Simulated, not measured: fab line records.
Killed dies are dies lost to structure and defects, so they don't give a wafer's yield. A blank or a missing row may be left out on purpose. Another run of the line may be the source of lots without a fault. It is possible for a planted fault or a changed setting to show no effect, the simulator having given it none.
Which tool was responsible? -- flow n5-finfet -- Sampling: 24 lots, 72 wafers, 4 of 1938 route steps

== WHAT THE GAUGES READ, wafer by wafer ==
N5_SD_EPI_N_INSPECT_11: inspects for defects (macro).
lot,measured,on,raw-defect-count
L074,day 3 06:10,defect-inspect-01,3 2 2
L075,day 3 08:39,defect-inspect-01,1 3 3
L076,day 3 13:28,defect-inspect-01,2 4 1
L077,day 3 19:16,defect-inspect-01,7 3 0
L078,day 4 01:04,defect-inspect-01,1 5 0
L079,day 4 07:11,defect-inspect-02,2 3 1
L080,day 4 12:47,defect-inspect-01,3 2 1
L081,day 4 18:11,defect-inspect-02,2 0 1
L082,day 5 00:46,defect-inspect-01,2 1 3
L083,day 5 08:05,defect-inspect-02,4 2 6
L084,day 5 16:35,defect-inspect-01,0 0 2
L085,day 5 21:54,defect-inspect-02,2 2 1
L086,day 6 01:08,defect-inspect-01,1 1 2
L087,day 6 05:31,defect-inspect-02,2 2 2
L088,day 6 13:28,defect-inspect-02,1 5 3
L089,day 6 19:02,defect-inspect-02,4 0 1
L090,day 6 23:46,defect-inspect-01,1 3 5
L091,day 7 09:45,defect-inspect-01,2 0 1
L092,day 7 17:59,defect-inspect-02,2 0 4
L093,day 7 18:26,defect-inspect-02,3 5 0
L094,day 8 05:01,defect-inspect-01,1 3 2
L095,day 8 07:58,defect-inspect-01,2 2 2
L096,day 8 14:38,defect-inspect-02,1 3 1
L097,day 8 17:33,defect-inspect-01,1 3 0

N5_ILD0_THK_MEAS_13.
lot,measured,on,thk-nm (nm)
L074,day 3 22:14,film-metro-02,16.7 16.4 16.2
L075,day 4 02:44,film-metro-02,18.9 18.8 18.8
L076,day 4 05:25,film-metro-01,18.6 19.4 18.2
L077,day 4 11:35,film-metro-01,18.3 19.2 17.3
L078,day 4 17:20,film-metro-01,17.9 18.3 18.0
L079,day 4 23:55,film-metro-01,16.7 15.6 17.4
L080,day 5 05:03,film-metro-01,17.1 19.1 17.0
L081,day 5 10:19,film-metro-01,18.5 17.3 17.0
L082,day 5 16:50,film-metro-02,17.2 17.3 17.2
L083,day 5 23:29,film-metro-02,17.7 16.7 18.4
L084,day 6 10:52,film-metro-02,18.1 18.3 18.1
L085,day 6 13:07,film-metro-01,18.1 17.3 16.8
L086,day 6 16:59,film-metro-01,16.5 16.4 16.1
L087,day 6 22:31,film-metro-01,17.9 18.0 17.9
L088,day 7 06:44,film-metro-01,17.4 15.8 16.6
L089,day 7 13:13,film-metro-02,17.4 17.1 17.4
L090,day 7 16:29,film-metro-01,17.4 17.4 18.0
L091,day 8 02:05,film-metro-01,17.7 17.2 16.0
L092,day 8 09:45,film-metro-02,17.5 16.1 17.7
L093,day 8 11:58,film-metro-01,17.3 17.3 16.4
L094,day 8 22:20,film-metro-01,19.1 18.0 17.6
L095,day 9 00:30,film-metro-02,17.4 17.7 18.1
L096,day 9 06:19,film-metro-01,17.3 18.1 17.7
L097,day 9 08:58,film-metro-01,17.9 16.7 17.5

== TOOL THAT RAN EACH LOT (tool first, then ch and the chambers of the sampled wafers, then the start) ==
lot,N5_SD_EPI_N_ETCH_34,N5_ILD0_CMP_03
L074,"rie-diel-01 ch 1,2, day 3 06:14","cmp-03 ch 0,2,3, day 3 18:25"
L075,"rie-diel-03 ch 0,1,3, day 3 08:43","cmp-03 ch 0,1,3, day 3 22:43"
L076,"rie-diel-03 ch 1,2,3, day 3 13:39","cmp-02 ch 1,2,3, day 4 01:12"
L077,"rie-diel-03 ch 0,1,3, day 3 19:26","cmp-03 ch 0,1,3, day 4 07:46"
L078,"rie-diel-02 ch 0,1,3, day 4 01:19","cmp-02 ch 1,2, day 4 13:04"
L079,"rie-diel-02 ch 1,2, day 4 07:35","cmp-02 ch 0,1, day 4 19:52"
L080,"rie-diel-01 ch 0,3, day 4 12:52","cmp-02 ch 0,1, day 5 01:13"
L081,"rie-diel-01 ch 0,1,3, day 4 18:44","cmp-02 ch 2,3, day 5 06:31"
L082,"rie-diel-01 ch 1,2,3, day 5 00:50","cmp-02 ch 0,3, day 5 12:40"
L083,"rie-diel-03 ch 0,2,3, day 5 08:19","cmp-02 ch 0,1,3, day 5 19:44"
L084,"rie-diel-02 ch 0,1,3, day 5 17:02","cmp-03 ch 0,1, day 6 06:44"
L085,"rie-diel-02 ch 1,3, day 5 21:58","cmp-01 ch 0,3, day 6 09:17"
L086,"rie-diel-02 ch 0,3, day 6 01:38","cmp-03 ch 1,2,3, day 6 13:03"
L087,"rie-diel-03 ch 2,3, day 6 05:35","cmp-01 ch 1,2, day 6 18:41"
L088,"rie-diel-01 ch 0,2,3, day 6 13:32","cmp-02 ch 0,1,3, day 7 02:53"
L089,"rie-diel-03 ch 0,1,2, day 6 19:07","cmp-01 ch 0,1,2, day 7 08:52"
L090,"rie-diel-03 ch 1,2, day 7 00:06","cmp-03 ch 0,2,3, day 7 12:44"
L091,"rie-diel-03 ch 0,1,3, day 7 09:49","cmp-03 ch 0,2, day 7 22:04"
L092,"rie-diel-01 ch 1,2,3, day 7 18:05","cmp-03 ch 1,2,3, day 8 05:56"
L093,"rie-diel-02 ch 0,1,2, day 7 18:30","cmp-02 ch 1,2,3, day 8 07:35"
L094,"rie-diel-03 ch 1,2,3, day 8 05:05","cmp-02 ch 0,2,3, day 8 18:34"
L095,"rie-diel-01 ch 0,3, day 8 08:02","cmp-03 ch 0,1,2, day 8 19:56"
L096,"rie-diel-02 ch 1,2,3, day 8 14:46","cmp-02 ch 0,1, day 9 02:31"
L097,"rie-diel-03 ch 2,3, day 8 17:37","cmp-01 ch 1,2,3, day 9 05:08"
- N5_SD_EPI_N_ETCH_34: etches SiARC in CF4, target depth 45.5 nm, time 75.8 s.
- N5_ILD0_CMP_03: polishes, stops on SiNx, t overpolish 1.9 s, target thk 197.38 nm.

== WHAT THE TOOLS THEMSELVES READ (means of the sampled wafers that have a number; where no wafer has one, the mark that the record gives instead) ==
N5_SD_EPI_N_ETCH_34.
lot,tool,drypump-motor-current-A (A),etch-rf-on-time-s (s),mfc-ar-sccm (sccm),oes-product-au (a.u.),rf-vpp-V (V),showerhead-plenum-p-Torr (Torr),throttle-valve-pct (%)
L074,rie-diel-01,5.8,75.6,100.0,0.61,184.1,2.12,15.61
L075,rie-diel-03,6.1,75.6,99.8,0.62,184.3,2.16,15.62
L076,rie-diel-03,6.2,75.5,99.9,0.63,184.6,2.13,15.63
L077,rie-diel-03,6.1,76.5,99.8,0.62,184.7,2.15,15.64
L078,rie-diel-02,5.4,74.6,99.9,0.69,183.3,2.13,15.39
L079,rie-diel-02,5.1,75.0,99.7,0.61,183.7,2.10,15.73
L080,rie-diel-01,6.2,75.6,99.7,0.67,184.8,2.22,15.36
L081,rie-diel-01,6.1,75.0,99.8,0.74,185.4,2.19,15.31
L082,rie-diel-01,5.9,74.6,100.1,0.76,185.2,2.17,15.26
L083,rie-diel-03,6.3,76.2,100.0,0.61,182.8,2.09,15.64
L084,rie-diel-02,5.4,74.8,100.1,0.67,183.0,2.12,15.41
L085,rie-diel-02,5.2,75.5,99.8,0.64,183.5,2.08,15.55
L086,rie-diel-02,5.7,76.0,99.7,0.70,184.1,2.17,15.43
L087,rie-diel-03,6.4,75.7,99.9,0.62,182.7,2.07,15.66
L088,rie-diel-01,6.0,75.1,100.1,0.67,184.4,2.20,15.34
L089,rie-diel-03,6.2,75.9,100.2,0.61,184.0,2.12,15.54
L090,rie-diel-03,6.0,75.0,99.8,0.62,184.8,2.15,15.56
L091,rie-diel-03,6.1,76.3,100.2,0.60,184.3,2.15,15.69
L092,rie-diel-01,5.9,74.8,100.2,0.72,183.9,2.16,15.31
L093,rie-diel-02,5.3,75.8,99.8,0.69,183.4,2.13,15.49
L094,rie-diel-03,6.2,75.8,99.7,0.61,183.8,2.12,15.68
L095,rie-diel-01,6.2,73.9,100.4,0.80,185.2,2.21,15.09
L096,rie-diel-02,5.4,75.2,99.9,0.69,183.9,2.13,15.63
L097,rie-diel-03,6.3,76.6,100.0,0.59,184.1,2.09,15.83

N5_ILD0_CMP_03.
lot,tool,motor-current-A (A),overpolish-run-s (s),time-to-endpoint-s (s)
L074,cmp-03,11.9,1.904,62
L075,cmp-03,12.4,1.893,65
L076,cmp-02,12.9,1.894,71
L077,cmp-03,12.4,1.905,67
L078,cmp-02,13.8,1.901,70
L079,cmp-02,14.2,1.896,73
L080,cmp-02,13.8,1.901,72
L081,cmp-02,13.2,1.897,72
L082,cmp-02,13.6,1.905,71
L083,cmp-02,13.5,1.908,69
L084,cmp-03,13.5,1.901,69
L085,cmp-01,12.5,1.900,68
L086,cmp-03,11.2,1.899,68
L087,cmp-01,13.1,1.905,66
L088,cmp-02,12.9,1.896,68
L089,cmp-01,13.2,1.901,66
L090,cmp-03,11.8,1.908,65
L091,cmp-03,11.4,1.900,64
L092,cmp-03,11.3,1.896,63
L093,cmp-02,13.3,1.894,66
L094,cmp-02,13.2,1.903,69
L095,cmp-03,12.4,1.897,67
L096,cmp-02,13.1,1.900,66
L097,cmp-01,12.9,1.910,68

== THE ANSWER, worked out from the rows above alone ==
Rule: the usual values come from the lots themselves. Put in order of their means at a reading, lots are off if they are a third of the lots or fewer, leave a main group of 4 or more, and stand apart from it by a gap of 3 or more times the standard deviation of the main group's means; of several such gaps the widest counts. The tables above print the reading to a certain number of digits; a main group whose means all agree to those digits is not used. Also off: a lot with no number at a reading for which 4 or more lots have one. Where the step has rows for the other lots, those lots are counted as sound. The gauges are gone through in route order, then the tools' own readings, and for those a lot's mean is taken as printed above. At the first step where some lot is off, the reading lying furthest off is the one used; lots without a number count as furthest.
No lot is off at any reading shown: from this, nothing can be told.

== WHAT THE SIMULATOR HAD INSERTED ==
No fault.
